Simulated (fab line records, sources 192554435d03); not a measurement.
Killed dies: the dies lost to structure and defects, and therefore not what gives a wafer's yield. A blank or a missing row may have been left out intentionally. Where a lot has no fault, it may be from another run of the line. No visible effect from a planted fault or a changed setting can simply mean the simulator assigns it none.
Matching of chambers / flow n5 finfet / uv cure-02 running N5_BEOL_M8_CURE_75: 3 sister chambers
The step cures SiCOH lowk, time 120 s. 16 wafers are shown with their chamber, then 8 later ones without.

== EACH WAFER AND ITS CHAMBER ==
wafer=L074.3; chamber=1; wafer_temp_C_max=371.9; lamp power pct (%)=52.25
wafer=L074.4; chamber=1; wafer_temp_C_max=372.5; lamp power pct (%)=52.34
wafer=L074.5; chamber=1; wafer_temp_C_max=371.4; lamp power pct (%)=52.27
wafer=L075.1; chamber=2; wafer_temp_C_max=372.7; lamp power pct (%)=52.36
wafer=L075.2; chamber=2; wafer_temp_C_max=373.2; lamp power pct (%)=52.34
wafer=L075.3; chamber=2; wafer_temp_C_max=373.0; lamp power pct (%)=52.36
wafer=L087.1; chamber=0; wafer_temp_C_max=371.4; lamp power pct (%)=52.21
wafer=L087.2; chamber=0; wafer_temp_C_max=371.3; lamp power pct (%)=52.42
wafer=L087.3; chamber=0; wafer_temp_C_max=371.3; lamp power pct (%)=52.34
wafer=L089.2; chamber=1; wafer_temp_C_max=372.0; lamp power pct (%)=52.36
wafer=L089.5; chamber=1; wafer_temp_C_max=371.6; lamp power pct (%)=52.28
wafer=L089.6; chamber=1; wafer_temp_C_max=371.3; lamp power pct (%)=52.29
wafer=L090.2; chamber=2; wafer_temp_C_max=372.7; lamp power pct (%)=52.36
wafer=L090.3; chamber=2; wafer_temp_C_max=372.7; lamp power pct (%)=52.33
wafer=L090.5; chamber=2; wafer_temp_C_max=373.4; lamp power pct (%)=52.34
wafer=L095.1; chamber=2; wafer_temp_C_max=373.7; lamp power pct (%)=52.34

SIGNATURES, as means of the wafers listed above
reading=wafer_temp_C_max; chamber 0=371.333; chamber 1=371.783; chamber 2=373.057; scatter within a chamber=0.386
reading=lamp power pct; chamber 0=52.3233; chamber 1=52.2983; chamber 2=52.3471; scatter within a chamber=0.05
Rule: a wafer lies at a distance from a chamber equal to the root of the sum of squares, over the readings, of (its reading less the chamber's mean, divided by the reading's scatter). The wafer belongs to the nearest chamber; if the next one is less than 2 further off, it can't be placed. The scatter is the square root of a quotient: the sum, over the shown wafers, of each reading's squared deviation from its chamber's mean, divided by wafers minus chambers.

== WAFERS WITHOUT THEIR CHAMBER ==
wafer=L095.2; wafer_temp_C_max=372.7; lamp power pct (%)=52.31
wafer=L095.4; wafer_temp_C_max=372.7; lamp power pct (%)=52.26
wafer=L097.1; wafer_temp_C_max=371.4; lamp power pct (%)=52.39
wafer=L097.3; wafer_temp_C_max=371.5; lamp power pct (%)=52.40
wafer=L097.4; wafer_temp_C_max=371.3; lamp power pct (%)=52.34
wafer=L097.2; wafer_temp_C_max=371.9; lamp power pct (%)=52.29
wafer=L097.5; wafer_temp_C_max=371.7; lamp power pct (%)=52.32
wafer=L097.6; wafer_temp_C_max=371.2; lamp power pct (%)=52.39

== EACH ONE'S CHAMBER ==
wafer=L095.2; from the rows above=can't be placed: 2 or 1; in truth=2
wafer=L095.4; from the rows above=can't be placed: 2 or 1 or 0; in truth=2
wafer=L097.1; from the rows above=can't be placed: 0 or 1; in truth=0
wafer=L097.3; from the rows above=can't be placed: 0 or 1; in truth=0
wafer=L097.4; from the rows above=can't be placed: 0 or 1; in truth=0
wafer=L097.2; from the rows above=can't be placed: 1 or 0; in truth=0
wafer=L097.5; from the rows above=can't be placed: 1 or 0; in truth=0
wafer=L097.6; from the rows above=can't be placed: 0 or 1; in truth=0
Correctly placed: 0 of 8. Unplaceable from these rows: 8, with the true chamber sitting among the candidates in 8. Number placed wrongly: 0.
